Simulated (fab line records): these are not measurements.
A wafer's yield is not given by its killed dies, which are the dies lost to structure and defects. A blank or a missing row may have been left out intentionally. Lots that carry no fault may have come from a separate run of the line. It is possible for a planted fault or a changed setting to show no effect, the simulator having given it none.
The tool behind it: which one? -- flow n5Finfet -- 6 lots, 18 wafers sampled, at 2 steps of a route of 1938

WHAT EACH GAUGE READ, for each wafer
N5_MIM_BOT_LITHO_OVL_MEAS_11.
lot,measured,on,MIM_BOT_OVL (nm)
L608,day 14 01:26,overlay-02,0 -4 -6
L610,day 14 15:10,overlay-01,1 -3 -8
L613,day 15 01:23,overlay-02,-5 -15 -12
L619,day 16 13:00,overlay-02,-5 1 -1
L625,day 19 02:15,overlay-02,-6 -6 -6
L627,day 18 08:44,overlay-01,-1 -5 -16

TOOL THAT RAN EACH LOT (tool first, then ch and the chambers of the sampled wafers, then the start)
lot,N5_BEOL_M7_HM_STRIP_39
L608,"wetBench-04 ch 0,4,7, day 10 20:12"
L610,"wetBench-04 ch 1,2,5, day 11 15:40"
L613,"wetBench-05 ch 1,2,7, day 12 04:56"
L619,"wetBench-04 ch 0,1,5, day 13 13:37"
L625,"wetBench-06 ch 0,2,3, day 15 11:48"
L627,"wetBench-05 ch 0,4,5, day 15 13:55"
- N5_BEOL_M7_HM_STRIP_39: strips TiN in peroxide tin strip, target depth 25 nm, time 158 s.

THE ANSWER, worked out from the rows above alone
Rule: usual is defined by the lots themselves. Put in order of their means at a reading, lots are off if they are a third of the lots or fewer, leave a main group of 4 or more, and stand apart from it by a gap of 3 or more times the standard deviation of the main group's means; of several such gaps the widest counts. A main group is skipped when, at the precision printed for the reading in the tables above, its means are all equal. A lot without any number at a reading at which 4 lots or more have one is off too. Any other lot the step has rows for is counted as sound.
No lot is off at any reading shown: from this, nothing can be told.

WHAT HAD BEEN PUT IN BY THE SIMULATOR
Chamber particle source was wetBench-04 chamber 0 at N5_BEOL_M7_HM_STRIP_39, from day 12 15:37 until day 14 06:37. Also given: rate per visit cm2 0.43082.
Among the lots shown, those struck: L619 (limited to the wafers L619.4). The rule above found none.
